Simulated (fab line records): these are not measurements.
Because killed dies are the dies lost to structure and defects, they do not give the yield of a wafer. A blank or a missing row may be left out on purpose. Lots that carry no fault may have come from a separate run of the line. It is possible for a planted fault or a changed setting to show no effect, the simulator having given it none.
3 desks looking at one fault -- flow nand harc -- each desk holds nothing but its own numbers, with what lay behind them at the end

THE DEFECT DESK
What the inspections along the route counted, lot by lot: means of the sampled wafers that have a number. Any lot whose mean is over 4 standard deviations away from the usual mean is out of limits and marked OUT; that distance is given in the brackets.
Columns: A = raw defect count at NHARC_A_CONTACT_INSPECT_10, usual 25
lot,first seen here,A
L976,day 17 02:10,28
L975,day 17 02:23,23
L980,day 17 15:40,13
L979,day 17 21:08,25
L982,day 18 19:49,40
L989,day 19 20:19,36
L988,day 19 22:44,27
L991,day 20 22:51,432 (+41) OUT
L994,day 21 13:01,29
L993,day 21 22:56,33
L996,day 22 04:32,17
L997,day 22 18:17,13
This desk's verdict: out of limits on L991, starting with L991 at day 20 22:51 (raw defect count at NHARC_A_CONTACT_INSPECT_10). Within limits: L976, L975, L980, L979, L982, L989, L988, L994, L993, L996, L997.

THE METROLOGY DESK
Lot by lot, what the gauges showed, no matter which tool ran the lot: averages of those sampled wafers that carry a number. Any lot whose mean is over 4 standard deviations away from the usual mean is out of limits and marked OUT; that distance is given in the brackets.
Columns: A = cd nm at NHARC_A_CONTACT_CD_MEAS_80, usual 189.9 nm
lot,first seen here,A
L976,day 16 23:05,190.1
L975,day 16 23:08,190.3
L980,day 17 11:10,189.8
L979,day 17 18:06,190.7
L982,day 18 16:26,189.5
L989,day 19 16:31,188.9
L988,day 19 19:07,190.6
L991,day 20 18:23,190.0
L994,day 21 07:31,190.1
L993,day 21 19:59,190.1
L996,day 22 01:34,189.8
L997,day 22 15:15,190.0
Finding of this desk: none of the 12 lots has anything out of limits.

THE TOOL OWNER'S DESK: pecvd-02
The tool's own readings at NHARC_A_CONTACT_DEP_85 (deposits SiON, target thk 50 nm): means of the sampled wafers that have a number, for each lot that ran on this tool. Any lot whose mean is over 4 standard deviations away from the usual mean is out of limits and marked OUT; that distance is given in the brackets.
Columns: A = chamber pressure Torr at NHARC_A_CONTACT_DEP_85, usual 3.501 Torr; B = heater power w at NHARC_A_CONTACT_DEP_85, usual 744 W
lot,first seen here,A,B
L976,day 17 01:19,3.493,662
L982,day 18 18:58,3.504,660
L991,day 20 22:01,3.508,634
Finding of this desk: none of the 3 lots has anything out of limits.

PUT TOGETHER
The defect desk could have raised an alarm at day 20 22:51, on L991.
From the metrology desk's view, nothing was out of limits.
The desk of the tool owner found nothing out of limits.
The metrology desk holds a record of L991, inside its limits.
The tool owner's desk has L991 on record, within its limits.
The lots listed all ran NHARC_A_CONTACT_DEP_85 on pecvd-02.

WHAT THE SIMULATOR HAD PUT IN
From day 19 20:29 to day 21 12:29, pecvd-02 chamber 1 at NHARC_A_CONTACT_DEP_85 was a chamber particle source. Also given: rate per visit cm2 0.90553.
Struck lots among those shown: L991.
Hours from the fault's start to each desk's first reading out of limits: the defect desk, 26.
